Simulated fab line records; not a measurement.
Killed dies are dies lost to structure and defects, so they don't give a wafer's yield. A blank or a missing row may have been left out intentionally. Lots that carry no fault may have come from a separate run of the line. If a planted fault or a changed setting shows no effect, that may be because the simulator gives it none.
Chamber matching | flow n5Finfet | 4 sister chambers for N5_ILD0_ALD_15 on aldSin-01
The step deposits SiNx, target thk 24 nm, pulse time 1 s, ald cycles 480. 4 wafers are shown with their chamber, then 12 later ones without.

## WAFERS, EACH WITH ITS CHAMBER
wafer  | chamber | heaterPowerW (W)
L087.5 | 0       | 836
L089.3 | 1       | 772
L089.4 | 3       | 965
L089.6 | 2       | 1050

## WAFERS MISSING THEIR CHAMBER
wafer  | heaterPowerW (W)
L090.1 | 824
L090.5 | 939
L090.6 | 1066
L091.2 | 1022
L091.3 | 761
L091.4 | 822
L094.2 | 1093
L094.4 | 922
L094.5 | 834
L095.1 | 751
L095.3 | 1103
L095.6 | 826

## WHICH CHAMBER EACH WENT THROUGH
wafer  | from the rows above     | in truth
L090.1 | can't be placed: 0 or 1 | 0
L090.5 | 3                       | 3
L090.6 | 2                       | 2
L091.2 | can't be placed: 2 or 3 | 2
L091.3 | 1                       | 1
L091.4 | can't be placed: 0 or 1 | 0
L094.2 | 2                       | 2
L094.4 | can't be placed: 3 or 0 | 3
L094.5 | 0                       | 0
L095.1 | 1                       | 1
L095.3 | 2                       | 2
L095.6 | can't be placed: 0 or 1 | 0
Correctly placed: 7 of 12. Not placeable from these rows: 5 (in 5, the candidates include the true chamber). Wrongly placed: 0.
How it was worked out, from the rows above alone: a wafer's distance from a chamber is the root of the sum, over the readings, of the square of ((its reading less the chamber's mean) divided by the reading's scatter). If the next closest chamber is less than 2 further off than the closest, the wafer can't be placed; otherwise it belongs to the closest. A chamber's mean is the mean of its shown wafers. The scatter: with one shown wafer a chamber, the root of the mean of the squares of how far each hidden wafer lies from its nearest shown one.
